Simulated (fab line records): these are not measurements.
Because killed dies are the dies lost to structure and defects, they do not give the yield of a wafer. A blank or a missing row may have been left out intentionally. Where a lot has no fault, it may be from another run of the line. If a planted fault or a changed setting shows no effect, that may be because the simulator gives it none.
Which of the tools did it? -- flow n5 finfet -- 11 lots, 33 wafers sampled, at 5 steps of a route of 1938

WHAT EACH GAUGE READ, for each wafer
N5_HKMG_FIN_OVL_MEAS_50. Usual: for NDIPOLE_OVL the level is -0.4 nm and the standard deviation is 0.88.
lot,measured,on,NDIPOLE_OVL (nm),flag
L694,day 4 01:16,overlay-02,-1.1 -0.8 -0.8,
L695,day 4 10:42,overlay-01,-0.8 -0.3 0.7,
L697,day 4 20:29,overlay-02,-1.9 -0.6 0.0,
L698,day 5 00:26,overlay-02,-0.8 -0.1 -0.1,
L699,day 5 10:18,overlay-02,-0.2 -0.1 -0.7,
L701,day 5 20:57,overlay-01,0.0 -1.2 -0.9,
L702,day 5 22:16,overlay-01,-1.7 -0.7 -1.4,
L704,day 6 10:55,overlay-01,0.3 0.5 1.0,
L715,day 9 07:31,overlay-02,-0.8 -0.8 -0.1,
L716,day 9 10:55,overlay-02,-1.9 -2.4 -0.9,
L717,day 9 18:29,overlay-01,-0.7 -0.3 -0.8,

N5_HKMG_FIN_CD_MEAS_12: the cd target is 92.8 nm. Usual: cd nm 92.7 nm, standard deviation 0.57.
lot,measured,on,cd nm (nm),flag
L694,day 4 04:29,cd sem-01,92.6 92.8 91.9,
L695,day 4 14:02,cd sem-01,92.7 91.8 92.5,
L697,day 4 23:55,cd sem-03,91.9 92.2 92.6,
L698,day 5 04:17,cd sem-03,92.0 92.0 92.0,
L699,day 5 13:49,cd sem-03,93.2 93.1 93.3,
L701,day 6 00:10,cd sem-03,92.4 93.1 92.8,
L702,day 6 01:29,cd sem-03,103.2 102.9 103.4,OFF
L704,day 6 14:16,cd sem-01,99.9 100.1 100.4,OFF
L715,day 9 10:50,cd sem-02,93.2 92.8 92.6,
L716,day 9 14:31,cd sem-01,92.9 92.6 92.7,
L717,day 9 21:50,cd sem-03,92.3 92.6 92.6,

EACH LOT AND THE TOOL THAT RAN IT (in order: tool; ch and the chambers of the sampled wafers; start)
lot,N5_HKMG_FIN_ALD_79,N5_HKMG_FIN_ALD_36,N5_HKMG_FIN_EXPOSE_09
L694,"ald metal-03 ch 1,2,3, day 4 02:41","ald metal-02 ch 0,2,3, day 4 03:27","arfi scanner-02 ch 0, day 4 04:22"
L695,"ald metal-04 ch 2,3, day 4 12:07","ald metal-02 ch 0,1,3, day 4 12:53","arfi scanner-03 ch 0, day 4 13:55"
L697,"ald metal-02 ch 1,2, day 4 21:55","ald metal-04 ch 1,3, day 4 22:44","arfi scanner-03 ch 0, day 4 23:47"
L698,"ald metal-02 ch 0,3, day 5 02:15","ald metal-02 ch 1,2,3, day 5 03:08","arfi scanner-01 ch 0, day 5 04:10"
L699,"ald metal-02 ch 0,1,3, day 5 11:50","ald metal-02 ch 2,3, day 5 12:46","arfi scanner-01 ch 0, day 5 13:41"
L701,"ald metal-03 ch 1,2,3, day 5 22:22","ald metal-03 ch 0,1,2, day 5 23:08","arfi scanner-03 ch 0, day 6 00:04"
L702,"ald metal-03 ch 0,1,3, day 5 23:42","ald metal-04 ch 1,2,3, day 6 00:28","arfi scanner-03 ch 0, day 6 01:22"
L704,"ald metal-02 ch 0,2,3, day 6 12:20","ald metal-03 ch 0,1,2, day 6 13:06","arfi scanner-03 ch 0, day 6 14:08"
L715,"ald metal-03 ch 1,2,3, day 9 08:56","ald metal-03 ch 0,1,2, day 9 09:41","arfi scanner-02 ch 0, day 9 10:43"
L716,"ald metal-04 ch 0,2,3, day 9 12:44","ald metal-02 ch 1,2,3, day 9 13:30","arfi scanner-02 ch 0, day 9 14:24"
L717,"ald metal-04 ch 1,2,3, day 9 19:55","ald metal-04 ch 0,1,2, day 9 20:48","arfi scanner-02 ch 0, day 9 21:43"
- N5_HKMG_FIN_ALD_79: deposits TiN, target thk 1.5 nm, pulse time 1 s, purge time 3 s.
- N5_HKMG_FIN_ALD_36: deposits TiN, target thk 1 nm, pulse time 1 s, purge time 3 s.
- N5_HKMG_FIN_EXPOSE_09: exposes mask NWFM.

AS READ BY THE TOOLS THEMSELVES (means over the sampled wafers that have a number; for cases with no such wafer, the mark the record gives instead)
N5_HKMG_FIN_ALD_79. Usual: heater power w 885 W, standard deviation 57; precursor pulse height rel 1.002, standard deviation 0.02; susceptor temp C 400.00 C, standard deviation 0.23.
lot,tool,heater power w (W),precursor pulse height rel,susceptor temp C (C),flag
L694,ald metal-03,969,0.999,399.96,
L695,ald metal-04,853,0.988,399.70,
L697,ald metal-02,842,0.982,399.95,
L698,ald metal-02,848,0.994,399.97,
L699,ald metal-02,869,0.982,400.21,
L701,ald metal-03,955,1.009,399.87,
L702,ald metal-03,955,0.992,399.91,
L704,ald metal-02,878,1.017,399.95,
L715,ald metal-03,954,1.002,399.96,
L716,ald metal-04,861,0.989,399.68,
L717,ald metal-04,878,1.020,399.94,

N5_HKMG_FIN_ALD_36. Usual: heater power w 895 W, standard deviation 64; precursor pulse height rel 1.000, standard deviation 0.022; susceptor temp C 400.00 C, standard deviation 0.23.
lot,tool,heater power w (W),precursor pulse height rel,susceptor temp C (C),flag
L694,ald metal-02,873,0.997,400.19,
L695,ald metal-02,869,0.987,399.93,
L697,ald metal-04,855,1.006,400.10,
L698,ald metal-02,835,1.009,400.23,
L699,ald metal-02,816,0.978,400.00,
L701,ald metal-03,902,1.006,400.05,
L702,ald metal-04,852,1.021,400.09,
L704,ald metal-03,916,1.014,400.11,
L715,ald metal-03,912,0.995,399.89,
L716,ald metal-02,834,1.002,400.22,
L717,ald metal-04,877,0.992,399.97,

N5_HKMG_FIN_EXPOSE_09. Usual: exposure dose mJ cm2 39.30, standard deviation 0.081; stage vel mm s 499.96 mm/s, standard deviation 0.26.
lot,tool,exposure dose mJ cm2,stage vel mm s (mm/s),flag
L694,arfi scanner-02,39.27,500.06,
L695,arfi scanner-03,39.37,500.11,
L697,arfi scanner-03,39.38,500.04,
L698,arfi scanner-01,39.20,499.94,
L699,arfi scanner-01,39.23,500.05,
L701,arfi scanner-03,39.35,500.16,
L702,arfi scanner-03,45.89,499.53,OFF
L704,arfi scanner-03,44.57,500.01,OFF
L715,arfi scanner-02,39.27,500.30,
L716,arfi scanner-02,39.31,500.20,
L717,arfi scanner-02,39.27,500.06,

THE ANSWER, worked out from the rows above alone
Rule: lot off if the mean of its wafers having a number is beyond 3 standard deviations from the usual mean. A lot without any number at a reading at which 4 lots or more have one is off too. The other lots that the step has rows for count as sound. The gauges are gone through in route order, then the tools' own readings, and for those a lot's mean is taken as printed above. The first step at which some lot is off is used, and at that step the reading that is off furthest; a lot without a number counts as furthest.
Off at N5_HKMG_FIN_CD_MEAS_12 (cd nm): L702, L704.
If a tool, at a process step before that reading, ran all the lots that are off and no sound lot after the first of them, it fits. The gauges at N5_HKMG_FIN_CD_MEAS_12 aren't tried: what is off there is off at N5_HKMG_FIN_EXPOSE_09 too, on other tools, and a gauge's error can't cause that. One fits: N5_HKMG_FIN_EXPOSE_09 on arfi scanner-03. A fault onset in the window from L701 (day 6 00:04, its last sound lot) to L702 (day 6 01:22, its first lot off) fits.
The tool's own readings at N5_HKMG_FIN_EXPOSE_09 bear it out: on the lots that are off they differ by more than 5 times the standard deviation of the sound lots' means. exposure dose mJ cm2 reads 45.23 there against 39.29 on the sound lots.

WHAT WAS PUT IN BY THE SIMULATOR
Process parameter drift: arfi scanner-03, from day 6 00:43 on, at N5_HKMG_FIN_EXPOSE_09. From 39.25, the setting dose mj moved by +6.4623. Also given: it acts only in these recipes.
Struck lots among those shown: L702, L704. The rule above found the same.
